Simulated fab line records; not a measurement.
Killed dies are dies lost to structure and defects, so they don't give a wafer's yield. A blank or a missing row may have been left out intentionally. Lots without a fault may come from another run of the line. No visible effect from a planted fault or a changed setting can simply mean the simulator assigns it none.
Matching of chambers || flow n5 finfet || pecvd-03 running N5_GATE_CUT_HM_DEP_46: 3 sister chambers
The step deposits SiO2 from TEOS/O2, target thk 130 nm, time 26.6 s. 16 wafers are shown with their chamber, then 8 later ones without.

## WAFERS WITH THEIR CHAMBER
{"wafer": "L078.1", "chamber": 1, "throttle valve pct (%)": 19.4, "heater power w (W)": 712, "showerhead plenum p Torr (Torr)": 8.314}
{"wafer": "L078.3", "chamber": 0, "throttle valve pct (%)": 19.3, "heater power w (W)": 643, "showerhead plenum p Torr (Torr)": 8.319}
{"wafer": "L078.6", "chamber": 2, "throttle valve pct (%)": 17.9, "heater power w (W)": 559, "showerhead plenum p Torr (Torr)": 8.308}
{"wafer": "L081.2", "chamber": 0, "throttle valve pct (%)": 19.2, "heater power w (W)": 673, "showerhead plenum p Torr (Torr)": 8.306}
{"wafer": "L081.4", "chamber": 1, "throttle valve pct (%)": 19.5, "heater power w (W)": 703, "showerhead plenum p Torr (Torr)": 8.327}
{"wafer": "L081.6", "chamber": 0, "throttle valve pct (%)": 19.1, "heater power w (W)": 684, "showerhead plenum p Torr (Torr)": 8.338}
{"wafer": "L082.1", "chamber": 2, "throttle valve pct (%)": 17.8, "heater power w (W)": 553, "showerhead plenum p Torr (Torr)": 8.310}
{"wafer": "L082.2", "chamber": 1, "throttle valve pct (%)": 19.3, "heater power w (W)": 682, "showerhead plenum p Torr (Torr)": 8.319}
{"wafer": "L082.4", "chamber": 0, "throttle valve pct (%)": 19.6, "heater power w (W)": 731, "showerhead plenum p Torr (Torr)": 8.318}
{"wafer": "L083.4", "chamber": 0, "throttle valve pct (%)": 19.3, "heater power w (W)": 737, "showerhead plenum p Torr (Torr)": 8.298}
{"wafer": "L083.5", "chamber": 2, "throttle valve pct (%)": 17.8, "heater power w (W)": 539, "showerhead plenum p Torr (Torr)": 8.313}
{"wafer": "L083.6", "chamber": 1, "throttle valve pct (%)": 19.3, "heater power w (W)": 535, "showerhead plenum p Torr (Torr)": 8.323}
{"wafer": "L085.2", "chamber": 1, "throttle valve pct (%)": 19.3, "heater power w (W)": 668, "showerhead plenum p Torr (Torr)": 8.330}
{"wafer": "L085.3", "chamber": 2, "throttle valve pct (%)": 18.1, "heater power w (W)": 570, "showerhead plenum p Torr (Torr)": 8.307}
{"wafer": "L085.6", "chamber": 1, "throttle valve pct (%)": 19.3, "heater power w (W)": 671, "showerhead plenum p Torr (Torr)": 8.324}
{"wafer": "L090.1", "chamber": 2, "throttle valve pct (%)": 18.0, "heater power w (W)": 487, "showerhead plenum p Torr (Torr)": 8.312}

SIGNATURES (averages over the wafers above)
{"reading": "throttle valve pct", "chamber 0": 19.300, "chamber 1": 19.350, "chamber 2": 17.920, "scatter within a chamber": 0.137}
{"reading": "heater power w", "chamber 0": 693.60, "chamber 1": 661.83, "chamber 2": 541.60, "scatter within a chamber": 49.2}
{"reading": "showerhead plenum p Torr", "chamber 0": 8.31580, "chamber 1": 8.32283, "chamber 2": 8.31000, "scatter within a chamber": 0.00924}
Rule: a wafer's distance from a chamber is the root of the sum, over the readings, of the square of ((its reading less the chamber's mean) divided by the reading's scatter). If the next closest chamber is less than 2 further off than the closest, the wafer can't be placed; otherwise it belongs to the closest. How the scatter is found: for the shown wafers, subtract from each reading the mean of its chamber, square and add these, divide the total by (wafers less chambers), then take the root.

## WAFERS MISSING THEIR CHAMBER
{"wafer": "L090.4", "throttle valve pct (%)": 18.0, "heater power w (W)": 492, "showerhead plenum p Torr (Torr)": 8.310}
{"wafer": "L090.6", "throttle valve pct (%)": 19.2, "heater power w (W)": 678, "showerhead plenum p Torr (Torr)": 8.331}
{"wafer": "L093.1", "throttle valve pct (%)": 19.2, "heater power w (W)": 693, "showerhead plenum p Torr (Torr)": 8.321}
{"wafer": "L093.5", "throttle valve pct (%)": 19.1, "heater power w (W)": 686, "showerhead plenum p Torr (Torr)": 8.320}
{"wafer": "L093.6", "throttle valve pct (%)": 18.1, "heater power w (W)": 520, "showerhead plenum p Torr (Torr)": 8.328}
{"wafer": "L095.1", "throttle valve pct (%)": 19.5, "heater power w (W)": 625, "showerhead plenum p Torr (Torr)": 8.311}
{"wafer": "L095.2", "throttle valve pct (%)": 18.2, "heater power w (W)": 521, "showerhead plenum p Torr (Torr)": 8.313}
{"wafer": "L095.4", "throttle valve pct (%)": 19.6, "heater power w (W)": 623, "showerhead plenum p Torr (Torr)": 8.315}

## WHICH CHAMBER EACH ONE RAN IN
{"wafer": "L090.4", "from the rows above": 2, "in truth": 2}
{"wafer": "L090.6", "from the rows above": "can't be placed: 1 or 0", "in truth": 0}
{"wafer": "L093.1", "from the rows above": "can't be placed: 0 or 1", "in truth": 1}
{"wafer": "L093.5", "from the rows above": "can't be placed: 0 or 1", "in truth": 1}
{"wafer": "L093.6", "from the rows above": 2, "in truth": 2}
{"wafer": "L095.1", "from the rows above": "can't be placed: 1 or 0", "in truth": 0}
{"wafer": "L095.2", "from the rows above": 2, "in truth": 2}
{"wafer": "L095.4", "from the rows above": "can't be placed: 1 or 0", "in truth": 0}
Correct placement for 3 of the 8. Unplaceable from these rows: 5, with the true chamber sitting among the candidates in 5. Wrongly placed: 0.
